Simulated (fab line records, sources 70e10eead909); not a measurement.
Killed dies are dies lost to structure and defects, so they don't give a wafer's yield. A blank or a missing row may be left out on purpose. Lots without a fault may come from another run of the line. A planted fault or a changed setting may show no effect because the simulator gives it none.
Which tool did it? | flow nand_harc | 14 lots, 42 wafers sampled, at 3 steps of a route of 1302

WHAT THE GAUGES READ, wafer by wafer
NHARC_A_CONTACT_CD_MEAS_08: target cd 200 nm. Usual: cd_nm 199.7 nm, standard deviation 0.52.
lot  | measured     | on        | cd_nm (nm)        | flag
L483 | day 23 01:52 | cd_sem-02 | 200.1 199.2 199.8 |
L485 | day 23 09:44 | cd_sem-01 | 200.4 199.9 199.0 |
L486 | day 24 11:22 | cd_sem-02 | 200.1 199.4 200.8 |
L487 | day 24 14:02 | cd_sem-02 | 199.2 199.6 200.1 |
L488 | day 25 11:58 | cd_sem-03 | 199.9 200.1 199.5 |
L489 | day 26 07:38 | cd_sem-02 | 199.6 199.1 200.0 |
L491 | day 26 14:17 | cd_sem-02 | 200.1 200.3 200.4 |
L492 | day 27 01:33 | cd_sem-01 | 200.4 200.4 199.4 |
L493 | day 27 11:29 | cd_sem-02 | 199.3 198.9 199.7 |
L502 | day 30 20:02 | cd_sem-02 | 199.4 199.9 199.0 |
L501 | day 31 05:22 | cd_sem-03 | 199.4 199.5 200.0 |
L504 | day 31 09:07 | cd_sem-01 | 201.0 199.5 199.3 |
L503 | day 31 11:14 | cd_sem-01 | 201.0 200.2 200.2 |
L505 | day 32 11:21 | cd_sem-02 | 200.3 199.1 200.0 |

WHICH TOOL RAN EACH LOT (tool, then ch and the chambers of the sampled wafers, then the start)
lot  | NHARC_A_CONTACT_ETCH_130             | NHARC_A_CONTACT_STRIP_82
L483 | har_cap_etch-01 ch 0,1, day 22 19:53 | rie_diel-08 ch 0,2,3, day 23 01:52 or earlier
L485 | har_cap_etch-01 ch 0,1, day 23 03:56 | rie_diel-08 ch 0,2,3, day 23 09:44 or earlier
L486 | har_cap_etch-02 ch 0,1, day 24 03:28 | rie_diel-08 ch 0,2,3, day 24 11:22 or earlier
L487 | har_cap_etch-01 ch 0,1, day 24 06:20 | rie_diel-03 ch 0,2,3, day 24 14:02 or earlier
L488 | har_cap_etch-03 ch 0,1, day 25 05:42 | rie_diel-02 ch 0,1,2, day 25 11:58 or earlier
L489 | har_cap_etch-03 ch 0,1, day 26 00:01 | rie_diel-08 ch 0,1,2, day 26 07:38 or earlier
L491 | har_cap_etch-03 ch 0,1, day 26 05:23 | rie_diel-08 ch 0,1,3, day 26 14:17 or earlier
L492 | har_cap_etch-01 ch 0,1, day 26 13:59 | rie_diel-08 ch 0,3, day 27 01:33 or earlier
L493 | har_cap_etch-03 ch 0,1, day 27 06:07 | rie_diel-03 ch 0,1,3, day 27 11:29 or earlier
L502 | har_cap_etch-03 ch 0,1, day 30 13:56 | rie_diel-08 ch 0,2,3, day 30 20:02 or earlier
L501 | har_cap_etch-02 ch 0,1, day 30 23:43 | rie_diel-08 ch 0,2,3, day 31 05:22 or earlier
L504 | har_cap_etch-01 ch 0,1, day 31 03:01 | rie_diel-02 ch 0,1, day 31 09:07 or earlier
L503 | har_cap_etch-03 ch 0, day 31 05:27   | rie_diel-02 ch 0,1,2, day 31 11:14 or earlier
L505 | har_cap_etch-03 ch 0,1, day 32 06:23 | rie_diel-08 ch 0,1,2, day 32 11:21 or earlier
- NHARC_A_CONTACT_ETCH_130: etches the open film in C4F8/O2/Ar, time 197 s, target depth 1918 nm.
- NHARC_A_CONTACT_STRIP_82: strips in O2.

WHAT THE TOOLS THEMSELVES READ (means of the sampled wafers that have a number; where no wafer has one, the mark that the record gives instead)
NHARC_A_CONTACT_ETCH_130. Usual: chamber_pressure_mTorr 19.999 mTorr, standard deviation 0.016; oes_air_line_au 1.001 a.u., standard deviation 0.019.
lot  | tool            | chamber_pressure_mTorr (mTorr) | oes_air_line_au (a.u.) | flag
L483 | har_cap_etch-01 | 19.994                         | 1.004                  |
L485 | har_cap_etch-01 | 20.002                         | 0.993                  |
L486 | har_cap_etch-02 | 20.011                         | 1.011                  |
L487 | har_cap_etch-01 | 19.993                         | 0.983                  |
L488 | har_cap_etch-03 | 20.016                         | 0.988                  |
L489 | har_cap_etch-03 | 19.978                         | 1.007                  |
L491 | har_cap_etch-03 | 20.010                         | 1.004                  |
L492 | har_cap_etch-01 | 20.008                         | 1.010                  |
L493 | har_cap_etch-03 | 19.995                         | 1.005                  |
L502 | har_cap_etch-03 | 19.983                         | 1.024                  |
L501 | har_cap_etch-02 | 20.016                         | 0.986                  |
L504 | har_cap_etch-01 | 20.002                         | 1.003                  |
L503 | har_cap_etch-03 | 20.005                         | 0.989                  |
L505 | har_cap_etch-03 | 20.002                         | 0.998                  |

NHARC_A_CONTACT_STRIP_82. Usual: drypump_motor_current_A 5.7 A, standard deviation 0.42; oes_product_au 0.996 a.u., standard deviation 0.011; rf_vpp_V 57.7 V, standard deviation 0.8; showerhead_plenum_p_Torr 3.49 Torr, standard deviation 0.11; throttle_valve_pct 17.036 %, standard deviation 0.0087.
lot  | tool        | drypump_motor_current_A (A) | oes_product_au (a.u.) | rf_vpp_V (V) | showerhead_plenum_p_Torr (Torr) | throttle_valve_pct (%) | flag
L483 | rie_diel-08 | 6.0                         | 1.001                 | 57.7         | 3.43                            | 17.040                 |
L485 | rie_diel-08 | 6.0                         | 1.013                 | 58.5         | 3.43                            | 17.035                 |
L486 | rie_diel-08 | 6.0                         | 1.005                 | 57.9         | 3.43                            | 17.042                 |
L487 | rie_diel-03 | 5.6                         | 0.994                 | 56.9         | 3.48                            | 17.037                 |
L488 | rie_diel-02 | 5.4                         | 0.985                 | 58.1         | 3.59                            | 17.033                 |
L489 | rie_diel-08 | 5.9                         | 0.989                 | 56.3         | 3.44                            | 17.033                 |
L491 | rie_diel-08 | 6.0                         | 1.000                 | 57.8         | 3.41                            | 17.034                 |
L492 | rie_diel-08 | 6.0                         | 1.004                 | 58.0         | 3.41                            | 17.035                 |
L493 | rie_diel-03 | 5.7                         | 0.996                 | 58.4         | 3.57                            | 17.035                 |
L502 | rie_diel-08 | 6.0                         | 0.996                 | 57.5         | 3.42                            | 17.042                 |
L501 | rie_diel-08 | 6.0                         | 0.996                 | 57.3         | 3.41                            | 17.033                 |
L504 | rie_diel-02 | 5.9                         | 0.989                 | 58.1         | 3.64                            | 17.029                 |
L503 | rie_diel-02 | 5.4                         | 0.992                 | 57.9         | 3.55                            | 17.038                 |
L505 | rie_diel-08 | 5.9                         | 1.003                 | 57.8         | 3.42                            | 17.035                 |

THE ANSWER, worked out from the rows above alone
Rule: a lot is off if the mean of its wafers that have a number lies more than 3 standard deviations from the usual mean. A lot without any number at a reading at which 4 lots or more have one is off too. The other lots that the step has rows for count as sound. The gauges are gone through in route order, then the tools' own readings, and for those a lot's mean is taken as printed above. The first step at which some lot is off is used, and at that step the reading that is off furthest; a lot without a number counts as furthest.
No lot is off at any reading shown: from this, nothing can be told.

WHAT THE SIMULATOR HAD PUT IN
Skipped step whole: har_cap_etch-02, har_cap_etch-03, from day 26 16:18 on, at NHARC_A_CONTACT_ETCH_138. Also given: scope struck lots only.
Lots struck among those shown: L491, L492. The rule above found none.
